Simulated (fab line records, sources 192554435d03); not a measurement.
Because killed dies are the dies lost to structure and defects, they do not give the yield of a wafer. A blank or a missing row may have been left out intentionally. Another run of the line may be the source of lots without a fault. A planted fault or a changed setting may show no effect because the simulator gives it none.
Matching of chambers    flow n5 finfet    N5_BEOL_M11_CMP_52 on cmp-04: 4 sister chambers
The step polishes, stops on SiCOH lowk, t overpolish 7 s, target thk 140 nm. 4 wafers are shown with their chamber, then 9 later ones without.

WAFERS, EACH WITH ITS CHAMBER
wafer   chamber  time to endpoint s (s)
L084.1  1        61
L086.2  2        62
L086.3  0        71
L086.6  3        74

WAFERS MISSING THEIR CHAMBER
wafer   time to endpoint s (s)
L091.3  64
L091.4  67
L091.6  61
L094.1  64
L094.4  71
L094.6  62
L097.2  63
L097.5  73
L097.6  71

WHICH CHAMBER EACH WENT THROUGH
wafer   from the rows above                in truth
L091.3  can't be placed: 2 or 1            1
L091.4  can't be placed: 0 or 2 or 1 or 3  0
L091.6  can't be placed: 1 or 2            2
L094.1  can't be placed: 2 or 1            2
L094.4  can't be placed: 0 or 3            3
L094.6  can't be placed: 2 or 1            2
L097.2  can't be placed: 2 or 1            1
L097.5  can't be placed: 3 or 0            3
L097.6  can't be placed: 0 or 3            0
Correct placement for 0 of the 9. These rows do not allow placing 9 (true chamber among the candidates in 9). Placed wrongly: 0.
How it was worked out, from the rows above alone: a wafer's distance from a chamber is the root of the sum, over the readings, of the square of ((its reading less the chamber's mean) divided by the reading's scatter). If the next closest chamber is less than 2 further off than the closest, the wafer can't be placed; otherwise it belongs to the closest. For every chamber, the mean is computed from those of its wafers that are shown. The scatter: root of mean squared gap, hidden wafer to nearest shown wafer, with one shown wafer a chamber.
